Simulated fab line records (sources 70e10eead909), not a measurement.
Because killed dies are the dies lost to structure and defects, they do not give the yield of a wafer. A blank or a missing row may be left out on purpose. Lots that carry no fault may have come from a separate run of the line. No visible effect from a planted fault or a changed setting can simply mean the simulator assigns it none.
Problem report, 8D (eight disciplines) form, completed by code :: flow nand harc :: the parts of the form that need people (team, actions taken, sign-off) are left out

== 1. WHAT IS WRONG ==
Wafers without a fault read 997 nm, standard deviation 9.1; thk nm at NHARC_A_ONON_D2_THK_MEAS_18 reads a mean of 858 nm on 3 wafers belonging to 2 lots. Measured from the usual mean, that is -15 standard deviations.
The step: measures by ellipsometry.
Seen first at day 16 22:47 on film metro-01, wafer L474.2. The record has a number at this step for 42 wafers belonging to 14 lots. Rule for "out", or "out of limits": more than 4 standard deviations from the usual mean. All remaining wafers that have a number are taken as sound.

== 2. WHAT IT IS; WHAT IT IS NOT ==
question: which readings at this step
is: thk nm
is not: -

question: which lots
is: L474, L475
is not: L464, L465, L466, L478, L480, L481, L482, L483, L484, L485, L486, L487

question: which wafers of those lots
is: L474.2, L474.6, L475.6
is not: L474.4, L475.3, L475.4

question: read on which gauges
is: film metro-01, film metro-02
is not: -

question: when
is: from day 16 22:47
is not: up to then (10 sound wafers); but 29 sound wafers of L475, L478, L480, L481, L482, L483, L484, L485, L486, L487 came after

== 3. SUSPECTS, AND WHAT RULES EACH OUT ==
Counting: any tool at a process step up to the reading remains a suspect provided it ran every lot that is out. Sound lots after the first of them don't rule it out here, since some wafers of a struck lot are sound.
- ruled out: the gauge at NHARC_A_ONON_D2_THK_MEAS_18. 2 gauges (film metro-01, film metro-02) read the wafers that are out.
- cmp-03 at NHARC_A_DECK1_JOINT_CMP_02 (polishes SiOx): kept. It ran every lot that is out, first L474 (day 16 11:05).
- pecvd onon-02 at NHARC_A_ONON_D2_DEP_16 (target thk 1000 nm): kept. Every lot that is out went through it, the first being L474 (day 16 22:20); the last sound lot it ran before that was L466 (day 13 12:49).
Remaining after the count are cmp-03 at NHARC_A_DECK1_JOINT_CMP_02 and pecvd onon-02 at NHARC_A_ONON_D2_DEP_16.

== 4. THE CAUSE (what the simulator had put in) ==
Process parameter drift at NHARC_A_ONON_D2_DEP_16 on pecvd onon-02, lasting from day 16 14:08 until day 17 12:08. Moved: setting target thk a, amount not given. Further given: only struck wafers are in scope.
After counting, 2 suspects remain, this tool included.

== 5. THE CHAIN OF EFFECTS, in route order ==
Each row: a reading whose mean over the struck wafers that have a number lies more than 3 standard deviations from the usual. Readings are gone through only where the record gives a usual standard deviation; hours: the median, over the lots, of the time from a lot's start at the first step in this table giving one to that lot's start at this step; sigmas: the change measured in usual standard deviations.
hours: 0
step: NHARC_A_ONON_D2_THK_MEAS_18
reading: thk nm
usual: 997 nm
on struck wafers: 858
change: -139
sigmas: -15

hours: 278
step: NHARC_END_SORT_01
reading: killed at array
usual: 62
on struck wafers: 671
change: +609
sigmas: +38

hours: 278
step: NHARC_END_SORT_01
reading: killed dies
usual: 67
on struck wafers: 677
change: +610
sigmas: +38

== 6. HOW IT WOULD HAVE BEEN CAUGHT EARLIER ==
In this record the first reading out of limits at a measuring or inspecting step was taken at day 16 22:47, 9 hours after the fault began at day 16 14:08.
Lots out: 2; of these, L475 started NHARC_A_ONON_D2_DEP_16 on pecvd onon-02 after day 16 22:47. It would have been spared by a hold on the tool at that moment.
